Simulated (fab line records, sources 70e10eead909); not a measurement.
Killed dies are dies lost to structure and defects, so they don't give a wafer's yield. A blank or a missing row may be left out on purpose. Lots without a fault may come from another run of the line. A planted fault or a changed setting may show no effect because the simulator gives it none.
fab line records | flow nand_harc
record lots=5 wafers=15 last_day=34
route steps=1302 shown P_STI@107 P_GATE@110 END@1302
lots that met no fault: from a run of the same line without faults
start_h: hours from the record's first day to the start of the lot's first wafer shown | wait_h: hours since the lot's step before | " the same as in the row above | L1.1+2: a row that stands for several wafers | - no value, or no start given | * or withheld: withheld | < > ~ a bound
route shown NAME@n: a module of which the file shows steps, and the number in the route of the first | usual: mean/standard deviation of fault-free wafers | same: alike in all rows | chamber/n: place in a boat | sites: the reading at each site | _std_site: their standard deviation | _edge_site: outer sites' mean less inner sites' | radius_mm: how far each site lies from the wafer's centre | mask NAME#n: copy n | behind: the tool/chamber that last shaped the wafer | hold: why the lot was held/for how many hours/how that ended | device: the transistor (n, p or np) that didn't switch | end of line: the same wafers' tests at the end of the route | a step without rows: its recipe alone | killed: dies lost to structure and defects at the first sort, not the wafer's yield | map: a wafer's dies, x killed, . not, _ none there
set.NAME: the setting as run; set.NAME@STEP: as run at that earlier step | model.NAME: the simulator's own value behind a step, which no gauge read
lots at some steps of the route; a table a step, a row a wafer
services: from which hour (start_h, from the record's first day; less than 0 if before it) a tool's chamber was out of use, for how many hours, and why
## steps
# step NHARC_P_STI_SRD_39
# step NHARC_P_STI_OXIDE_40
# recipe target_thk_a=100 temp_c=900 ox_time_s=1362 material=SiO2
# step NHARC_P_STI_INSPECT_25
# usual raw_defect_count=210/68
# columns lot.wafer tool chamber start_h wait_h raw_defect_count
L533.1 defect_inspect-01 - 85.53 0.4 105
L533.2 " - " " 124
L533.4 " - " " 87
L534.4 defect_inspect-01 - 92.96 0.4 175
L534.5 " - " " 226
L534.6 " - " " 267
L545.4 defect_inspect-02 - 222.45 0.4 151
L545.5 " - " " 217
L545.6 " - " " 217
L554.2 defect_inspect-01 - 292.54 0.4 225
L554.3 " - " " 141
L554.5 " - " " 181
L555.3 defect_inspect-02 - 306.63 0.4 216
L555.4 " - " " 129
L555.6 " - " " 118
# step NHARC_P_GATE_ETCH_69
# recipe target_depth_a=140 chemistry=dHF material=SiO2
# step NHARC_P_GATE_PRECLEAN_70
# recipe time_s=* temp_c=50 bath_age_min=0 chemistry=SC1
# step NHARC_P_GATE_SRD_01
# step NHARC_P_GATE_OXIDE_02
# recipe target_thk_a=375 temp_c=950 p_h2o_torr=720 ox_time_s=365 material=SiO2
# step NHARC_P_GATE_DEHYDRATE_03
# recipe temp_c=150 time_s=120
# step NHARC_P_GATE_HMDS_04
# recipe time_s=30
# step NHARC_P_GATE_COAT_05
# recipe spin_rpm=4690
# step NHARC_P_GATE_SOFTBAKE_06
# recipe temp_c=122 time_s=95
# step NHARC_P_GATE_EBR_07
# step NHARC_P_GATE_EXPOSE_08
# recipe na=0.6 dose_mj=16.75 mask_id=P_HV
# columns lot.wafer tool chamber start_h wait_h mask
L533.1+2+4 krf_scanner-01 0 93.63 - P_HV#0
L534.4+5+6 krf_scanner-04 0 101.32 - P_HV#0
L545.4+5+6 krf_scanner-04 0 232.18 - P_NSD#0
L554.2+3+5 krf_scanner-04 0 305.58 - P_HV#0
L555.3+4+6 krf_scanner-04 0 314.99 - P_HV#0
# step NHARC_P_GATE_PEB_09
# recipe peb_temp_c=118 peb_time_s=85
# step NHARC_P_GATE_DEVELOP_10
# recipe time_s=70
# step NHARC_P_GATE_CD_MEAS_11
# recipe target_cd_nm=1640 landing_energy_ev=500
# usual cd_nm=1639.8/1.9
# same landing_energy_ev=500
# columns lot.wafer tool chamber start_h wait_h cd_nm
L533.1 cd_sem-03 0 93.79 - 1637.2
L533.2 " 0 " " 1639.7
L533.4 " 0 " " 1640.1
L534.4 cd_sem-02 0 101.47 - 1643.8
L534.5 " 0 " " 1643.3
L534.6 " 0 " " 1640.4
L545.4 cd_sem-02 0 232.33 - -
L545.5 " 0 " " -
L545.6 " 0 " " -
L554.2 cd_sem-03 0 305.73 - 1638.6
L554.3 " 0 " " 1639.1
L554.5 " 0 " " 1640.2
L555.3 cd_sem-01 0 315.14 - 1639.3
L555.4 " 0 " " 1640.0
L555.6 " 0 " " 1639.4
# step NHARC_P_GATE_HARDBAKE_12
# recipe temp_c=125 time_s=80
# step NHARC_END_SORT_01
# recipe temp_c=25
# usual killed_at_array=55/17 killed_at_other=1.1/1.6 killed_at_periphery=3.8/2.5 killed_dies=60/18 killed_open=3.3/1.9 killed_short=2.5/1.7
# same gross_dies=677
# columns lot.wafer tool chamber start_h wait_h killed_at_array killed_at_other killed_at_periphery killed_dies killed_open killed_short
L545.4 prober-02 0 717.94 3.4 59 0 618 677 1 3
L545.5 prober-02 0 718.74 3.7 60 0 617 677 6 2
L545.6 prober-02 0 719.54 4.0 73 0 604 677 3 3
# killed by level:class
L545.4 P_GATE:area_expose=614 A_CHANNEL_HOLE_D1:chamber_film_flake=35 A_CHANNEL_HOLE_D2:chamber_film_flake=11 A_STAIRCASE:chamber_film_flake=3 A_CONTACT:chamber_film_flake=3 P_GATE:chamber_film_flake=2 A_SGD_CUT:geometric_particle:short=2 P_STI:chamber_film_flake=2
L545.5 P_GATE:area_expose=612 A_CHANNEL_HOLE_D1:chamber_film_flake=28 A_CHANNEL_HOLE_D2:chamber_film_flake=14 A_SLIT:chamber_film_flake=6 P_M2:chamber_film_flake=3 A_CONTACT:chamber_film_flake=3 A_BLC:geometric_particle:open=2 A_STAIRCASE:chamber_film_flake=2
L545.6 P_GATE:area_expose=597 A_CHANNEL_HOLE_D1:chamber_film_flake=31 A_CHANNEL_HOLE_D2:chamber_film_flake=22 A_CONTACT:chamber_film_flake=7 P_M2:chamber_film_flake=5 A_DECK1_JOINT:chamber_film_flake=3 A_SLIT:chamber_film_flake=3 A_ONON_D1:geometric_particle:open=2
# map L545.4 (x killed, . not)
____________x____________
_________xxxxxxx_________
_______xxxxxxxxxxx_______
______xxxxxxxxxxxxx______
_____xxxxxxxxxxxxxxx_____
____xxxxxxxxxxxxxxxxx____
____xxxxxxxxxxxxxxxxx____
___xxxxxxxxxxxxxxxxxxx___
___xxxxxxxxxxxxxxxxxxx___
__xxxxxxxxxxxxxxxxxxxxx__
__xxxxxxxxxxxxxxxxxxxxx__
_xxxxxxxxxxxxxxxxxxxxxxx_
_xxxxxxxxxxxxxxxxxxxxxxx_
_xxxxxxxxxxxxxxxxxxxxxxx_
_xxxxxxxxxxxxxxxxxxxxxxx_
_xxxxxxxxxxxxxxxxxxxxxxx_
xxxxxxxxxxxxxxxxxxxxxxxxx
xxxxxxxxxxxxxxxxxxxxxxxxx
xxxxxxxxxxxxxxxxxxxxxxxxx
xxxxxxxxxxxxxxxxxxxxxxxxx
xxxxxxxxxxxxxxxxxxxxxxxxx
_xxxxxxxxxxxxxxxxxxxxxxx_
_xxxxxxxxxxxxxxxxxxxxxxx_
_xxxxxxxxxxxxxxxxxxxxxxx_
_xxxxxxxxxxxxxxxxxxxxxxx_
_xxxxxxxxxxxxxxxxxxxxxxx_
__xxxxxxxxxxxxxxxxxxxxx__
__xxxxxxxxxxxxxxxxxxxxx__
___xxxxxxxxxxxxxxxxxxx___
___xxxxxxxxxxxxxxxxxxx___
____xxxxxxxxxxxxxxxxx____
____xxxxxxxxxxxxxxxxx____
_____xxxxxxxxxxxxxxx_____
______xxxxxxxxxxxxx______
_______xxxxxxxxxxx_______
_________xxxxxxx_________
____________x____________
# map L534.6 (x killed, . not)
____________.____________
_________......._________
_______...x..x...._______
______.......x....x______
_____...........x..._____
____...x.....x.......____
____.................____
___...................___
___...................___
__........x.....x......__
__.....................__
_.....................x._
_......................._
_...............x......x_
_......................._
_......................._
..........x..............
.........................
..................x......
x........................
x.x.x.x......x...........
_xx............x.x...x.._
_xxxx.......x...xxx....._
_xxxx.............x.x..._
_xx............x.xxx..x._
_xxxx...........xxxx...._
__xx..........x.xxx..x.__
__x.x...........xx.xx..__
___x........x...x.xx..___
___...................___
____............x....____
____.....x........x..____
_____..............._____
______.............______
_______..........._______
_________......._________
____________.____________
## services
# columns tool chamber start_h hours kind
krf_scanner-01 0 118.90 - calibration
krf_scanner-01 - 140.00 4.0 pm
krf_scanner-04 - 182.00 4.0 pm
krf_scanner-04 0 203.08 - calibration
krf_scanner-04 - 226.02 1.1 repair
krf_scanner-01 0 277.92 - calibration
krf_scanner-04 - 306.29 4.6 repair
krf_scanner-01 - 312.00 4.0 pm
## key
first_sign step=NHARC_P_GATE_EXPOSE_08 reading=mask direction=changed
effect step=NHARC_P_GATE_CD_MEAS_11 reading=cd_nm direction=missing
effect step=NHARC_END_SORT_01 reading=killed_at_periphery direction=up sigmas=99+ usual=3.8 struck=613
more_kills_born_at NHARC_P_GATE_EXPOSE_08@krf_scanner-04=1823
met_at NHARC_P_GATE_EXPOSE_08
struck_wafers L545.4,L545.5,L545.6
later_rows_left_out L545.4,L545.5,L545.6
tester_left_out L545
onset_between 101.32 232.18
fault kind=wrong_mask tool=any chamber=- onset_h=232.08 steps=NHARC_P_GATE_EXPOSE_08 aux_copy=P_NSD#0 scope=struck_lots_only
# tester_left_out: of these lots the tester's yield and bins aren't shown, on N5 and GAA mostly nor the transistor test; their killed dies are dies lost to structure and defects alone, not to doping, threshold or leakage, so they don't give the yield
# later_rows_left_out: the simulator's readings of these wafers behind a module that went badly wrong aren't trusted and aren't shown, but for the sort
